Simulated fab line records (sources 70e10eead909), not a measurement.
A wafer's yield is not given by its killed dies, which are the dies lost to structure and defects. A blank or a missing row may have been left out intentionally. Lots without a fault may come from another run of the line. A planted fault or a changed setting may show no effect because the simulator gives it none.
Which of the tools did it? :: flow nandHarc :: Sampling: 10 lots, 30 wafers, 7 of 1302 route steps

== WHAT EACH GAUGE READ, for each wafer ==
NHARC_A_CHANNEL_HOLE_D2_OVL_MEAS_11.
lot: L996
measured: day 15 01:42
on: overlay-02
overlayXNm (nm): -0.2 0.0 0.0
overlayYNm (nm): 2.3 1.6 1.7

lot: L995
measured: day 15 01:52
on: overlay-02
overlayXNm (nm): 0.6 0.4 -0.2
overlayYNm (nm): -1.4 -1.4 -1.6

lot: L999
measured: day 16 20:35
on: overlay-01
overlayXNm (nm): -0.2 0.3 0.8
overlayYNm (nm): 0.0 0.0 0.2

lot: L100
measured: day 17 12:25
on: overlay-02
overlayXNm (nm): 0.5 0.2 0.5
overlayYNm (nm): -0.2 -0.1 0.3

lot: L101
measured: day 17 12:53
on: overlay-01
overlayXNm (nm): -0.9 -1.3 -0.8
overlayYNm (nm): 0.6 0.6 0.9

lot: L103
measured: day 17 20:29
on: overlay-02
overlayXNm (nm): 1.7 1.7 2.4
overlayYNm (nm): 0.3 -0.7 -0.2

lot: L106
measured: day 19 12:11
on: overlay-01
overlayXNm (nm): -1.1 -1.1 -1.3
overlayYNm (nm): 0.3 -0.3 0.3

lot: L111
measured: day 21 16:17
on: overlay-02
overlayXNm (nm): -1.3 -0.9 -0.8
overlayYNm (nm): 1.1 0.7 1.1

lot: L112
measured: day 22 10:17
on: overlay-01
overlayXNm (nm): 0.7 0.5 0.1
overlayYNm (nm): 0.8 0.5 1.0

lot: L114
measured: day 22 10:39
on: overlay-02
overlayXNm (nm): 0.0 0.3 0.1
overlayYNm (nm): 1.3 1.1 0.9

NHARC_A_CHANNEL_HOLE_D2_CD_MEAS_31.
lot: L996
measured: day 15 12:32
on: cdSem-03
cdNm (nm): 87.7 90.0 89.6

lot: L995
measured: day 15 13:25
on: cdSem-01
cdNm (nm): 90.4 89.8 89.9

lot: L999
measured: day 17 03:22
on: cdSem-02
cdNm (nm): 87.9 89.6 89.8

lot: L100
measured: day 17 19:28
on: cdSem-01
cdNm (nm): 90.8 89.9 88.9

lot: L101
measured: day 17 23:35
on: cdSem-01
cdNm (nm): 85.8 87.7 85.4

lot: L103
measured: day 18 06:50
on: cdSem-01
cdNm (nm): 85.9 85.0 88.3

lot: L106
measured: day 19 19:02
on: cdSem-02
cdNm (nm): 89.4 90.0 90.4

lot: L111
measured: day 21 23:04
on: cdSem-03
cdNm (nm): 89.0 89.5 88.4

lot: L112
measured: day 22 17:04
on: cdSem-03
cdNm (nm): 89.5 89.1 90.9

lot: L114
measured: day 22 18:29
on: cdSem-02
cdNm (nm): 89.6 90.4 90.8

NHARC_END_SORT_01.
lot: L999
measured: day 28 05:51
on: prober-02
killedAtArray: 56 64 57
killedAtOther: 0 0 0
killedAtPeriphery: 8 5 3
killedDies: 64 69 60
killedOpen: 3 3 4
killedShort: 1 1 4

lot: L100
measured: day 29 04:49
on: prober-02
killedAtArray: 39
killedAtOther: 0
killedAtPeriphery: 2
killedDies: 41
killedOpen: 2
killedShort: 2

== WHICH TOOL RAN EACH LOT (tool, then ch and the chambers of the sampled wafers, then the start) ==
lot: L996
NHARC_A_CHANNEL_HOLE_D2_ETCH_23: harEtch-01 ch 0,1, day 15 08:33
NHARC_A_CHANNEL_HOLE_D2_ETCH_27: harEtch-01 ch 0,1, day 15 11:01
NHARC_A_CHANNEL_HOLE_D2_STRIP_28: rieDiel-08 ch 0,2, day 15 11:49
NHARC_A_CHANNEL_HOLE_D2_XSEM_32: xsem-02 ch 0, day 15 12:37

lot: L995
NHARC_A_CHANNEL_HOLE_D2_ETCH_23: harEtch-02 ch 0,1, day 15 09:32
NHARC_A_CHANNEL_HOLE_D2_ETCH_27: harEtch-02 ch 0,1, day 15 11:56
NHARC_A_CHANNEL_HOLE_D2_STRIP_28: rieDiel-12 ch 0,2,3, day 15 12:52
NHARC_A_CHANNEL_HOLE_D2_XSEM_32: xsem-01 ch 0, day 15 13:30

lot: L999
NHARC_A_CHANNEL_HOLE_D2_ETCH_23: harEtch-01 ch 0,1, day 16 23:17
NHARC_A_CHANNEL_HOLE_D2_ETCH_27: harEtch-01 ch 0,1, day 17 01:49
NHARC_A_CHANNEL_HOLE_D2_STRIP_28: rieDiel-08 ch 0,2,3, day 17 02:40
NHARC_A_CHANNEL_HOLE_D2_XSEM_32: xsem-02 ch 0, day 17 03:28

lot: L100
NHARC_A_CHANNEL_HOLE_D2_ETCH_23: harEtch-02 ch 0,1, day 17 15:21
NHARC_A_CHANNEL_HOLE_D2_ETCH_27: harEtch-02 ch 0,1, day 17 17:55
NHARC_A_CHANNEL_HOLE_D2_STRIP_28: rieDiel-08 ch 0,1,2, day 17 18:46
NHARC_A_CHANNEL_HOLE_D2_XSEM_32: xsem-02 ch 0, day 17 19:34

lot: L101
NHARC_A_CHANNEL_HOLE_D2_ETCH_23: harEtch-01 ch 0,1, day 17 19:31
NHARC_A_CHANNEL_HOLE_D2_ETCH_27: harEtch-01 ch 0,1, day 17 22:02
NHARC_A_CHANNEL_HOLE_D2_STRIP_28: rieDiel-08 ch 1,3, day 17 22:56
NHARC_A_CHANNEL_HOLE_D2_XSEM_32: xsem-02 ch 0, day 17 23:40

lot: L103
NHARC_A_CHANNEL_HOLE_D2_ETCH_23: harEtch-02 ch 0,1, day 18 02:46
NHARC_A_CHANNEL_HOLE_D2_ETCH_27: harEtch-02 ch 0,1, day 18 05:17
NHARC_A_CHANNEL_HOLE_D2_STRIP_28: rieDiel-08 ch 0,2,3, day 18 06:11
NHARC_A_CHANNEL_HOLE_D2_XSEM_32: xsem-01 ch 0, day 18 06:55

lot: L106
NHARC_A_CHANNEL_HOLE_D2_ETCH_23: harEtch-02 ch 1, day 19 14:54
NHARC_A_CHANNEL_HOLE_D2_ETCH_27: harEtch-02 ch 1, day 19 17:26
NHARC_A_CHANNEL_HOLE_D2_STRIP_28: rieDiel-06 ch 0,1,2, day 19 18:23
NHARC_A_CHANNEL_HOLE_D2_XSEM_32: xsem-01 ch 0, day 19 19:07

lot: L111
NHARC_A_CHANNEL_HOLE_D2_ETCH_23: harEtch-02 ch 0,1, day 21 18:59
NHARC_A_CHANNEL_HOLE_D2_ETCH_27: harEtch-02 ch 0,1, day 21 21:31
NHARC_A_CHANNEL_HOLE_D2_STRIP_28: rieDiel-12 ch 0,1,3, day 21 22:25
NHARC_A_CHANNEL_HOLE_D2_XSEM_32: xsem-02 ch 0, day 21 23:10

lot: L112
NHARC_A_CHANNEL_HOLE_D2_ETCH_23: harEtch-02 ch 0,1, day 22 13:13
NHARC_A_CHANNEL_HOLE_D2_ETCH_27: harEtch-02 ch 0,1, day 22 15:35
NHARC_A_CHANNEL_HOLE_D2_STRIP_28: rieDiel-06 ch 0,2,3, day 22 16:29
NHARC_A_CHANNEL_HOLE_D2_XSEM_32: xsem-02 ch 0, day 22 17:10

lot: L114
NHARC_A_CHANNEL_HOLE_D2_ETCH_23: harEtch-01 ch 0,1, day 22 14:32
NHARC_A_CHANNEL_HOLE_D2_ETCH_27: harEtch-01 ch 0,1, day 22 16:58
NHARC_A_CHANNEL_HOLE_D2_STRIP_28: rieDiel-08 ch 1,2,3, day 22 17:56
NHARC_A_CHANNEL_HOLE_D2_XSEM_32: xsem-01 ch 0, day 22 18:34
- NHARC_A_CHANNEL_HOLE_D2_ETCH_23: etches the open film in C4F8/O2/Ar, time 819 s, target depth 1600 nm.
- NHARC_A_CHANNEL_HOLE_D2_ETCH_27: etches the open film in C4F8/O2/Ar, time 90 s, target depth 400 nm.
- NHARC_A_CHANNEL_HOLE_D2_STRIP_28: strips in O2.
- NHARC_A_CHANNEL_HOLE_D2_XSEM_32

== AS READ BY THE TOOLS THEMSELVES (means over the sampled wafers that have a number; for cases with no such wafer, the mark the record gives instead) ==
NHARC_A_CHANNEL_HOLE_D2_ETCH_23.
lot: L996
tool: harEtch-01
chamberPressureMTorr (mTorr): 20.008
drypumpMotorCurrentA (A): 5.59
heBacksideLeakSccm (sccm): 5.6
showerheadPlenumPTorr (Torr): 3.55
throttleValvePct (%): 32.167

lot: L995
tool: harEtch-02
chamberPressureMTorr (mTorr): 20.006
drypumpMotorCurrentA (A): 5.88
heBacksideLeakSccm (sccm): 7.3
showerheadPlenumPTorr (Torr): 3.63
throttleValvePct (%): 32.165

lot: L999
tool: harEtch-01
chamberPressureMTorr (mTorr): 19.997
drypumpMotorCurrentA (A): 5.59
heBacksideLeakSccm (sccm): 5.6
showerheadPlenumPTorr (Torr): 3.54
throttleValvePct (%): 32.164

lot: L100
tool: harEtch-02
chamberPressureMTorr (mTorr): 20.018
drypumpMotorCurrentA (A): 5.83
heBacksideLeakSccm (sccm): 5.9
showerheadPlenumPTorr (Torr): 3.85
throttleValvePct (%): 32.158

lot: L101
tool: harEtch-01
chamberPressureMTorr (mTorr): 20.005
drypumpMotorCurrentA (A): 5.58
heBacksideLeakSccm (sccm): 5.7
showerheadPlenumPTorr (Torr): 3.53
throttleValvePct (%): 32.159

lot: L103
tool: harEtch-02
chamberPressureMTorr (mTorr): 19.994
drypumpMotorCurrentA (A): 5.83
heBacksideLeakSccm (sccm): 5.5
showerheadPlenumPTorr (Torr): 3.85
throttleValvePct (%): 32.148

lot: L106
tool: harEtch-02
chamberPressureMTorr (mTorr): 19.989
drypumpMotorCurrentA (A): 5.96
heBacksideLeakSccm (sccm): 4.7
showerheadPlenumPTorr (Torr): 3.68
throttleValvePct (%): 32.151

lot: L111
tool: harEtch-02
chamberPressureMTorr (mTorr): 20.005
drypumpMotorCurrentA (A): 5.89
heBacksideLeakSccm (sccm): 5.1
showerheadPlenumPTorr (Torr): 3.75
throttleValvePct (%): 32.152

lot: L112
tool: harEtch-02
chamberPressureMTorr (mTorr): 20.006
drypumpMotorCurrentA (A): 5.84
heBacksideLeakSccm (sccm): 5.7
showerheadPlenumPTorr (Torr): 3.81
throttleValvePct (%): 32.154

lot: L114
tool: harEtch-01
chamberPressureMTorr (mTorr): 19.973
drypumpMotorCurrentA (A): 5.59
heBacksideLeakSccm (sccm): 7.7
showerheadPlenumPTorr (Torr): 3.49
throttleValvePct (%): 32.153

NHARC_A_CHANNEL_HOLE_D2_ETCH_27.
lot: L996
tool: harEtch-01
chamberPressureMTorr (mTorr): 24.986
drypumpMotorCurrentA (A): 5.58
heBacksideLeakSccm (sccm): 5.6
showerheadPlenumPTorr (Torr): 3.58
throttleValvePct (%): 27.621

lot: L995
tool: harEtch-02
chamberPressureMTorr (mTorr): 24.991
drypumpMotorCurrentA (A): 5.89
heBacksideLeakSccm (sccm): 7.5
showerheadPlenumPTorr (Torr): 3.66
throttleValvePct (%): 27.605

lot: L999
tool: harEtch-01
chamberPressureMTorr (mTorr): 25.010
drypumpMotorCurrentA (A): 5.59
heBacksideLeakSccm (sccm): 5.9
showerheadPlenumPTorr (Torr): 3.57
throttleValvePct (%): 27.617

lot: L100
tool: harEtch-02
chamberPressureMTorr (mTorr): 24.994
drypumpMotorCurrentA (A): 5.83
heBacksideLeakSccm (sccm): 5.2
showerheadPlenumPTorr (Torr): 3.90
throttleValvePct (%): 27.621

lot: L101
tool: harEtch-01
chamberPressureMTorr (mTorr): 24.987
drypumpMotorCurrentA (A): 5.59
heBacksideLeakSccm (sccm): 6.2
showerheadPlenumPTorr (Torr): 3.56
throttleValvePct (%): 27.621

lot: L103
tool: harEtch-02
chamberPressureMTorr (mTorr): 25.008
drypumpMotorCurrentA (A): 5.84
heBacksideLeakSccm (sccm): 5.3
showerheadPlenumPTorr (Torr): 3.89
throttleValvePct (%): 27.626

lot: L106
tool: harEtch-02
chamberPressureMTorr (mTorr): 25.005
drypumpMotorCurrentA (A): 5.97
heBacksideLeakSccm (sccm): 4.7
showerheadPlenumPTorr (Torr): 3.72
throttleValvePct (%): 27.617

lot: L111
tool: harEtch-02
chamberPressureMTorr (mTorr): 25.017
drypumpMotorCurrentA (A): 5.88
heBacksideLeakSccm (sccm): 5.1
showerheadPlenumPTorr (Torr): 3.78
throttleValvePct (%): 27.620

lot: L112
tool: harEtch-02
chamberPressureMTorr (mTorr): 25.016
drypumpMotorCurrentA (A): 5.84
heBacksideLeakSccm (sccm): 5.6
showerheadPlenumPTorr (Torr): 3.86
throttleValvePct (%): 27.618

lot: L114
tool: harEtch-01
chamberPressureMTorr (mTorr): 24.974
drypumpMotorCurrentA (A): 5.59
heBacksideLeakSccm (sccm): 5.9
showerheadPlenumPTorr (Torr): 3.52
throttleValvePct (%): 27.615

NHARC_A_CHANNEL_HOLE_D2_STRIP_28.
lot: L996
tool: rieDiel-08
chamberPressureMTorr (mTorr): 60.03
drypumpMotorCurrentA (A): 5.3
oesProductAu (a.u.): 1.014
rfVppV (V): 58.1
showerheadPlenumPTorr (Torr): 3.49
throttleValvePct (%): 17.037

lot: L995
tool: rieDiel-12
chamberPressureMTorr (mTorr): 60.00
drypumpMotorCurrentA (A): 6.1
oesProductAu (a.u.): 1.005
rfVppV (V): 58.2
showerheadPlenumPTorr (Torr): 3.59
throttleValvePct (%): 17.032

lot: L999
tool: rieDiel-08
chamberPressureMTorr (mTorr): 60.02
drypumpMotorCurrentA (A): 5.4
oesProductAu (a.u.): 1.007
rfVppV (V): 58.6
showerheadPlenumPTorr (Torr): 3.57
throttleValvePct (%): 17.033

lot: L100
tool: rieDiel-08
chamberPressureMTorr (mTorr): 59.98
drypumpMotorCurrentA (A): 5.3
oesProductAu (a.u.): 0.996
rfVppV (V): 57.3
showerheadPlenumPTorr (Torr): 3.45
throttleValvePct (%): 17.041

lot: L101
tool: rieDiel-08
chamberPressureMTorr (mTorr): 15.12
drypumpMotorCurrentA (A): 5.2
oesProductAu (a.u.): 0.991
rfVppV (V): 57.9
showerheadPlenumPTorr (Torr): 3.53
throttleValvePct (%): 17.035

lot: L103
tool: rieDiel-08
chamberPressureMTorr (mTorr): 15.13
drypumpMotorCurrentA (A): 5.4
oesProductAu (a.u.): 1.006
rfVppV (V): 57.0
showerheadPlenumPTorr (Torr): 3.57
throttleValvePct (%): 17.029

lot: L106
tool: rieDiel-06
chamberPressureMTorr (mTorr): 60.02
drypumpMotorCurrentA (A): 5.4
oesProductAu (a.u.): 1.002
rfVppV (V): 57.8
showerheadPlenumPTorr (Torr): 3.48
throttleValvePct (%): 17.034

lot: L111
tool: rieDiel-12
chamberPressureMTorr (mTorr): 59.98
drypumpMotorCurrentA (A): 6.1
oesProductAu (a.u.): 0.999
rfVppV (V): 58.4
showerheadPlenumPTorr (Torr): 3.68
throttleValvePct (%): 17.035

lot: L112
tool: rieDiel-06
chamberPressureMTorr (mTorr): 59.94
drypumpMotorCurrentA (A): 5.6
oesProductAu (a.u.): 1.011
rfVppV (V): 57.2
showerheadPlenumPTorr (Torr): 3.53
throttleValvePct (%): 17.032

lot: L114
tool: rieDiel-08
chamberPressureMTorr (mTorr): 60.01
drypumpMotorCurrentA (A): 5.2
oesProductAu (a.u.): 1.000
rfVppV (V): 57.9
showerheadPlenumPTorr (Torr): 3.57
throttleValvePct (%): 17.034

NHARC_A_CHANNEL_HOLE_D2_XSEM_32.
lot: L996
tool: xsem-02
botCdNm (nm): 73.3
bowNm (nm): 8.8
tiltDeg (degrees): 0.00

lot: L995
tool: xsem-01
botCdNm (nm): 74.9
bowNm (nm): 9.3
tiltDeg (degrees): 0.06

lot: L999
tool: xsem-02
botCdNm (nm): 74.4
bowNm (nm): 9.4
tiltDeg (degrees): 0.08

lot: L100
tool: xsem-02
botCdNm (nm): 74.1
bowNm (nm): 9.0
tiltDeg (degrees): 0.13

lot: L101
tool: xsem-02
botCdNm (nm): 70.4
bowNm (nm): 8.6
tiltDeg (degrees): 0.10

lot: L103
tool: xsem-01
botCdNm (nm): 71.0
bowNm (nm): 8.6
tiltDeg (degrees): 0.09

lot: L106
tool: xsem-01
botCdNm (nm): 74.3
bowNm (nm): 8.0
tiltDeg (degrees): 0.03

lot: L111
tool: xsem-02
botCdNm (nm): 73.4
bowNm (nm): 8.8
tiltDeg (degrees): 0.08

lot: L112
tool: xsem-02
botCdNm (nm): 74.6
bowNm (nm): 8.8
tiltDeg (degrees): 0.12

lot: L114
tool: xsem-01
botCdNm (nm): 75.5
bowNm (nm): 8.4
tiltDeg (degrees): 0.06

== THE ANSWER, worked out from the rows above alone ==
Rule: what is usual is taken from the lots themselves. Put in order of their means at a reading, lots are off if they are a third of the lots or fewer, leave a main group of 4 or more, and stand apart from it by a gap of 3 or more times the standard deviation of the main group's means; of several such gaps the widest counts. The tables above print the reading to a certain number of digits; a main group whose means all agree to those digits is not used. Also off: a lot with no number at a reading for which 4 or more lots have one. All remaining lots with rows at the step are treated as sound. First the gauges in route order, then the tools' own readings, where a lot's mean is used as printed above. At the first step where some lot is off, the reading lying furthest off is the one used; lots without a number count as furthest.
Off, at NHARC_A_CHANNEL_HOLE_D2_CD_MEAS_31 on cdNm: L101, L103. For the main group the mean is 89.6 nm and the standard deviation 0.47.
A tool fits if, at a process step before that reading, it ran every lot that is off, and no sound lot after the first of them. The gauges at NHARC_A_CHANNEL_HOLE_D2_CD_MEAS_31 aren't tried: what is off there is off at NHARC_A_CHANNEL_HOLE_D2_STRIP_28 too, on other tools, and a gauge's error can't cause that. None of those tried fits.

== WHAT THE SIMULATOR PUT IN ==
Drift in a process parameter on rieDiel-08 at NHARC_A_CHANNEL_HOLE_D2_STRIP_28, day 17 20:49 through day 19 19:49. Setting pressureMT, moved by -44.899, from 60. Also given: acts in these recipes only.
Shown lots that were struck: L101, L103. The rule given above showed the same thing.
